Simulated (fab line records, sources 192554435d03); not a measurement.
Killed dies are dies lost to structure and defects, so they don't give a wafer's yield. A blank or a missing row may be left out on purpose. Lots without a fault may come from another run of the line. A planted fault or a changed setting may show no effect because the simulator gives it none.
Chamber matching | flow n5_finfet | N5_PMOS_HMC_CHANNEL_EPI_ETCH_38 on rie_si-03: 4 sister chambers
The step etches SiO2 in CF4, target depth 1.5 nm. 20 wafers are shown with their chamber, then 10 later ones without.

WAFERS WITH THEIR CHAMBER
wafer  | chamber | throttle_valve_pct (%) | drypump_motor_current_A (A) | rf_fwd_power_W (W)
L075.3 | 3       | 22.13                  | 6.1                         | 789
L075.4 | 1       | 21.94                  | 6.0                         | 792
L075.6 | 0       | 21.46                  | 5.7                         | 791
L079.4 | 1       | 21.93                  | 6.0                         | 786
L079.5 | 1       | 21.94                  | 6.0                         | 794
L079.6 | 2       | 21.98                  | 6.2                         | 782
L081.2 | 0       | 21.46                  | 5.7                         | 789
L081.5 | 3       | 22.12                  | 6.1                         | 792
L081.6 | 0       | 21.45                  | 5.7                         | 786
L084.2 | 2       | 21.99                  | 6.3                         | 778
L084.3 | 0       | 21.45                  | 5.7                         | 788
L084.6 | 1       | 21.95                  | 6.0                         | 791
L087.1 | 0       | 21.46                  | 5.8                         | 787
L087.2 | 3       | 22.12                  | 6.1                         | 786
L087.3 | 1       | 21.94                  | 6.0                         | 791
L088.3 | 2       | 22.00                  | 6.2                         | 780
L088.4 | 3       | 22.13                  | 6.1                         | 794
L088.5 | 0       | 21.45                  | 5.7                         | 784
L089.3 | 0       | 21.45                  | 5.7                         | 787
L089.5 | 3       | 22.12                  | 6.1                         | 788

SIGNATURES (means of the wafers above)
reading                 | chamber 0 | chamber 1 | chamber 2 | chamber 3 | scatter within a chamber
throttle_valve_pct      | 21.4543   | 21.9400   | 21.9900   | 22.1240   | 0.00657
drypump_motor_current_A | 5.714     | 6.000     | 6.233     | 6.100     | 0.0309
rf_fwd_power_W          | 787.43    | 790.80    | 780.00    | 789.80    | 2.66
Rule: a wafer's distance from a chamber is the root of the sum, over the readings, of the square of ((its reading less the chamber's mean) divided by the reading's scatter). The wafer belongs to the nearest chamber; if the next one is less than 2 further off, it can't be placed. The scatter: the root of (the sum of the squares of (reading less its chamber's mean) over the shown wafers, divided by (wafers less chambers)).

WAFERS WITHOUT THEIR CHAMBER
wafer  | throttle_valve_pct (%) | drypump_motor_current_A (A) | rf_fwd_power_W (W)
L089.6 | 21.46                  | 5.8                         | 787
L090.1 | 21.93                  | 6.0                         | 789
L090.4 | 21.46                  | 5.8                         | 787
L090.5 | 21.94                  | 6.0                         | 790
L093.1 | 22.11                  | 6.1                         | 790
L093.3 | 21.95                  | 6.0                         | 791
L093.4 | 21.99                  | 6.2                         | 779
L094.1 | 21.45                  | 5.8                         | 792
L094.4 | 21.95                  | 6.0                         | 785
L094.6 | 21.92                  | 6.0                         | 788

WHICH CHAMBER EACH WENT THROUGH
wafer  | from the rows above | in truth
L089.6 | 0                   | 0
L090.1 | 1                   | 1
L090.4 | 0                   | 0
L090.5 | 1                   | 1
L093.1 | 3                   | 3
L093.3 | 1                   | 1
L093.4 | 2                   | 2
L094.1 | 0                   | 0
L094.4 | 1                   | 1
L094.6 | 1                   | 1
Placed correctly: 10 of 10. Can't be placed from these rows: 0. Placed wrongly: 0.
